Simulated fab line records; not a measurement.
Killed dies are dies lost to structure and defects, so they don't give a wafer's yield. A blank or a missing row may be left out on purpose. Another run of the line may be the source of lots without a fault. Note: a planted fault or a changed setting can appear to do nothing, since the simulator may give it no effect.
Problem report in the 8D (eight disciplines) form, filled by code ; flow n5_finfet ; the parts of the form that need people (team, actions taken, sign-off) are left out

== 1. WHAT IS WRONG ==
Wafers without a fault read 93.0 nm, standard deviation 0.7; cd_nm at N5_HKMG_FIN_CD_MEAS_12 reads a mean of 103.0 nm on 6 wafers belonging to 2 lots. That is +14 standard deviations from the usual mean.
The step: target cd 92.8 nm.
The first sign was on wafer L542.2 at day 5 14:29, on cd_sem-01. The record has a number at this step for 33 wafers belonging to 12 lots. The rule behind "out" and "out of limits": a value lying over 4 standard deviations away from the usual mean. The other wafers with a number count as sound.

== 2. WHAT THIS IS AND IS NOT ==
question;is;is not
which readings at this step;cd_nm;-
which lots;L542, L543;L537, L538, L540, L551, L552, L553, L555, L557, L558, L559
which wafers of those lots;all that have a number;-
read on which gauges;cd_sem-01, cd_sem-03;cd_sem-02
when;from day 5 14:29;"up to then (9 sound wafers); but 18 sound wafers of L551, L552, L553, L555, L557, L558, L559 came after"

== 3. THE SUSPECTS, EACH WITH WHAT RULES IT OUT ==
Counting: a tool at a process step up to the reading stays a suspect if it ran every lot that is out and no sound lot after the first of them.
- the gauge at N5_HKMG_FIN_CD_MEAS_12: ruled out. The wafers that are out were read on 2 gauges (cd_sem-01, cd_sem-03).
- ald_metal-04 at N5_HKMG_FIN_PWFM_ALD_03 (deposits TiN, target thk 2 nm, pulse time 1 s, purge time 3 s): ruled out as a lasting fault. Following L542 (day 5 13:46), the first lot on it that is out, the sound lots L552, L557 were run on it.
- arfi_scanner-02 at N5_HKMG_FIN_EXPOSE_09 (exposes mask NWFM): kept. It ran every lot that is out, first L542 (day 5 14:22), and no sound lot after that; its last sound lot up to then is L538 (day 4 14:33). Its own exposure_dose_mJ_cm2 readings are out on those wafers.
Remaining after the count: arfi_scanner-02 at N5_HKMG_FIN_EXPOSE_09.

== 4. THE CAUSE (what the simulator had put in) ==
Process parameter drift: arfi_scanner-02, from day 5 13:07 on, at N5_HKMG_FIN_EXPOSE_09. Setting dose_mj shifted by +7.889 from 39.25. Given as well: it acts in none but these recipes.
After counting, this tool was the only one left.

== 5. THE CHAIN OF EFFECTS, in route order ==
One row per reading whose mean, taken over the struck wafers that have a number, lies over 3 standard deviations from the usual. Scope: only readings with a usual standard deviation given in the record; hours: median across lots of the time from each lot's start at the first step in this table that gives one to its start at this step; sigmas: change in usual standard deviations.
hours;step;reading;usual;on struck wafers;change;sigmas
0;N5_HKMG_FIN_EXPOSE_09;exposure_dose_mJ_cm2;39.63;46.34;+6.71;+23
0;N5_HKMG_FIN_CD_MEAS_12;cd_nm;93.0 nm;103.0;+10.0;+14
It contains these process steps:
- N5_HKMG_FIN_EXPOSE_09: exposes mask NWFM.

== 6. HOW IT WOULD HAVE BEEN CAUGHT EARLIER ==
In this record the first reading out of limits at a measuring or inspecting step was taken at day 5 14:29, 1 hour after the fault began at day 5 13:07.
At N5_HKMG_FIN_EXPOSE_09, the tool's own readings (exposure_dose_mJ_cm2) were out on each struck wafer the step has a row for, so an alarm limit on them would have fired on the first such wafer.
L543, from the lots that are out (2), started N5_HKMG_FIN_EXPOSE_09 on arfi_scanner-02 later than day 5 14:29. Holding the tool at that time would have saved it.
